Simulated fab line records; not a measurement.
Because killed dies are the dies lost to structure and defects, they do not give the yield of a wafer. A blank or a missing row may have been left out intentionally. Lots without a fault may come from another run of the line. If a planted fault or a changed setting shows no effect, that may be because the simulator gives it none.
Chamber matching -- flow n5Finfet -- N5_GATE_CUT_HM_OPEN_40 on rieDiel-06 has 4 sister chambers
The step chemistry C4F6/O2, target SiO2, target depth 139 nm, time 85.1 s. 18 wafers are shown with their chamber, then 9 later ones without.

== WAFERS WITH THEIR CHAMBER ==
wafer,chamber,throttleValvePct (%),showerheadPlenumPTorr (Torr),drypumpMotorCurrentA (A)
L079.1,2,21.17,2.73,6.7
L079.3,1,20.57,2.74,5.8
L079.4,3,21.11,2.97,5.6
L080.3,2,21.15,2.73,6.7
L080.4,3,21.12,2.96,5.6
L080.5,0,20.72,2.92,6.5
L083.1,0,20.72,2.92,6.4
L083.4,1,20.56,2.74,5.8
L083.5,0,20.72,2.92,6.4
L085.1,1,20.59,2.73,5.8
L085.2,3,21.13,2.96,5.6
L085.6,2,21.16,2.72,6.7
L086.2,2,21.17,2.72,6.7
L086.3,3,21.14,2.96,5.6
L086.4,1,20.58,2.73,5.8
L089.2,1,20.57,2.73,5.8
L089.4,3,21.14,2.96,5.5
L089.5,1,20.58,2.73,5.8

SIGNATURES (averages over the wafers above)
reading,chamber 0,chamber 1,chamber 2,chamber 3,scatter within a chamber
throttleValvePct,20.7200,20.5750,21.1625,21.1280,0.0104
showerheadPlenumPTorr,2.9200,2.7333,2.7250,2.9620,0.00473
drypumpMotorCurrentA,6.433,5.800,6.700,5.580,0.0324
Rule: for a wafer and a chamber, the distance is found by dividing, reading by reading, the gap between the wafer's reading and the chamber's mean by the reading's scatter, squaring, summing and taking the root. The wafer belongs to the nearest chamber; if the next one is less than 2 further off, it can't be placed. The scatter is the square root of a quotient: the sum, over the shown wafers, of each reading's squared deviation from its chamber's mean, divided by wafers minus chambers.

== WAFERS WHOSE CHAMBER IS MISSING ==
wafer,throttleValvePct (%),showerheadPlenumPTorr (Torr),drypumpMotorCurrentA (A)
L092.1,20.74,2.91,6.4
L092.2,21.19,2.72,6.7
L092.3,20.58,2.73,5.8
L094.2,20.76,2.91,6.5
L094.3,21.21,2.72,6.7
L094.4,20.60,2.73,5.8
L095.3,20.62,2.73,5.8
L095.4,21.21,2.72,6.7
L095.5,21.19,2.72,6.7

== WHICH CHAMBER EACH ONE RAN IN ==
wafer,from the rows above,in truth
L092.1,0,0
L092.2,2,2
L092.3,1,1
L094.2,0,0
L094.3,2,2
L094.4,1,1
L095.3,1,1
L095.4,2,2
L095.5,2,2
Correct placement for 9 of the 9. Not placeable from these rows: 0. Number placed wrongly: 0.
